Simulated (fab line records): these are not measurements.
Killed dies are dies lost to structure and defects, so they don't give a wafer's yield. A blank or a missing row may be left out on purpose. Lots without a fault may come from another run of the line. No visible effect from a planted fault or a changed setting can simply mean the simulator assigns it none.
Comparing a struck lot with a sound one | flow n5Finfet | 15 out of 1938 route steps
Sound: wafers L235.1, L235.4, L235.6. Struck: wafer L255.1 (L255.2, L255.3, from the same lot, were not struck and are left out); the cause is given at the end.
Each step with rows lists, per side, the tool, then ch with its chambers, then its first start. Under that, the readings that differ: sound wafers | struck wafers | difference of the means | sigmas: that difference in standard deviations of wafers without a fault.
alike: same words and numbers on both sides, and readings whose means sit less than 2 such deviations apart. not compared: any withheld reading, any reading some wafer has no value for, any bound like >300 that may hide the same value, and any number with overlapping values for which the record gives no deviation.
Wherever a step has rows on one side only, a row that says differs or no value, or a row with sigmas, the two part there. When numbers do not overlap yet have no deviation, they are printed without sigmas and do not part them. A reading that every wafer of one side lacks parts them only if that side has two wafers or more.

first, 8 steps without rows for these wafers: N5_BEOL_M14_COAT_58 (time 60 s, resist thk 89 nm); N5_BEOL_M14_COAT_04 (resist thk 800 nm); N5_BEOL_M14_EBR_06; N5_BEOL_M14_SOFTBAKE_05 (time 60 s); N5_BEOL_M14_EXPOSE_07 (exposes mask V13); N5_BEOL_M14_PEB_08 (peb time 90 s); N5_BEOL_M14_DEVELOP_09 (develop time 45 s); N5_BEOL_M14_HARDBAKE_14 (time 120 s).
N5_BEOL_M14_CD_MEAS_10 targets a cd of 250 nm.
  sound on cdSem-02 ch 0, day 12 10:11; struck on cdSem-01 ch 0, day 18 14:35
  alike: cdNm
N5_BEOL_M14_OVL_MEAS_11:
  sound on overlay-02 ch 0, day 12 10:13; struck on overlay-01 ch 0, day 18 14:37
  alike: V13_OVL
N5_BEOL_M14_INSPECT_12: inspects for defects (macro).
  sound on defectInspect-02, day 12 10:14; struck on defectInspect-02, day 18 14:38
  alike: rawDefectCount
N5_BEOL_M14_DESCUM_15: chemistry O2, time 7.9 s.
  sound on rieDiel-05 ch 0,1,3, day 12 10:58; struck on rieDiel-05 ch 3, day 18 14:41
  alike: drypumpMotorCurrentA, oesProductAu, rfFwdPowerW, rfVppV, showerheadPlenumPTorr, throttleValvePct
  not compared: rfHoursCounterH
N5_BEOL_M14_ETCH_59: etches BARC in N2/H2, target depth 89 nm, overetch 26.7 nm, time 67.9 s.
  sound on rieDiel-05 ch 0,1,3, day 12 11:00; struck on rieDiel-05 ch 3, day 18 14:43
reading                                   | sound           | struck | difference | sigmas
model.coat_of_BEOL_M14_COAT_04.thkNm (nm) | 719.4 716 714.4 | 732    | +15        | 
  alike: drypumpMotorCurrentA, oesProductAu, rfFwdPowerW, rfVppV, showerheadPlenumPTorr, throttleValvePct
  not compared: rfHoursCounterH
N5_BEOL_M14_VIA_ETCH_16: etches SiO2 in C4F8/O2/Ar, target depth 1231.3 nm.
  sound on rieDiel-05 ch 0,1,3, day 12 11:03; struck on rieDiel-05 ch 3, day 18 14:46
  alike: C4F8_flow_sccm, O2_flow_sccm, drypumpMotorCurrentA, oesProductAu, rfFwdPowerW, rfVppV, showerheadPlenumPTorr, throttleValvePct
  not compared: model.coat_of_BEOL_M14_COAT_04.thkNm
N5_BEOL_M14_STRIP_63: strips in O2.
  sound on rieDiel-05 ch 0,1,3; struck on rieDiel-05 ch 3
  alike: drypumpMotorCurrentA, oesProductAu, rfVppV, showerheadPlenumPTorr, throttleValvePct
  not compared: rfHoursCounterH

WHERE THEY PART
Nowhere in this record.

WHY: the cause the simulator had injected
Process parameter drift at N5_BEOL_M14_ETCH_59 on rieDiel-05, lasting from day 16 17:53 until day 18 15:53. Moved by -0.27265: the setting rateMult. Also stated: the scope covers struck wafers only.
